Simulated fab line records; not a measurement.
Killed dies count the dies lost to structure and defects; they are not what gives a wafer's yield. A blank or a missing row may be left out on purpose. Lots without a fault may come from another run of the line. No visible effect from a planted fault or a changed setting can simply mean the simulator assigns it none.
Chamber matching ; flow n5 finfet ; 4 sister chambers for N5_MOL_CONTACT_COAG_ALD_131 on ald sin-02
The step deposits SiO2, target thk 5 nm, pulse time 1 s, co reactant pulse time 1 s. 8 wafers are shown with their chamber, then 11 later ones without.

EACH WAFER AND ITS CHAMBER
wafer;chamber;heater power w (W);precursor pulse height rel
L077.5;2;65;1.022
L078.1;2;64;1.039
L083.1;1;92;0.974
L087.1;0;73;0.984
L090.2;1;93;0.959
L090.5;0;75;0.985
L090.6;3;68;0.990
L092.1;3;69;0.989

WAFERS WITH NO CHAMBER GIVEN
wafer;heater power w (W);precursor pulse height rel
L092.2;91;0.999
L092.5;68;0.979
L093.3;68;0.999
L093.4;77;0.984
L093.6;66;1.028
L094.3;73;1.027
L094.4;91;1.013
L094.5;69;1.010
L096.2;66;0.982
L096.3;69;0.991
L096.4;75;1.000

CHAMBER TAKEN BY EACH
wafer;from the rows above;in truth
L092.2;1;1
L092.5;3;3
L093.3;3;3
L093.4;0;0
L093.6;2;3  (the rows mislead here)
L094.3;can't be placed: 0 or 3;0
L094.4;1;1
L094.5;3;3
L096.2;3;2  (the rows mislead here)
L096.3;3;3
L096.4;0;0
8 of 11 placed correctly. These rows do not allow placing 1 (true chamber among the candidates in 1). 2 placed wrongly.
How it was worked out, from the rows above alone: a wafer's distance from a chamber is the root of the sum, over the readings, of the square of ((its reading less the chamber's mean) divided by the reading's scatter). The wafer belongs to the nearest chamber; if the next one is less than 2 further off, it can't be placed. The mean given for a chamber averages the wafers shown for that chamber. The scatter is the square root of a quotient: the sum, over the shown wafers, of each reading's squared deviation from its chamber's mean, divided by wafers minus chambers.
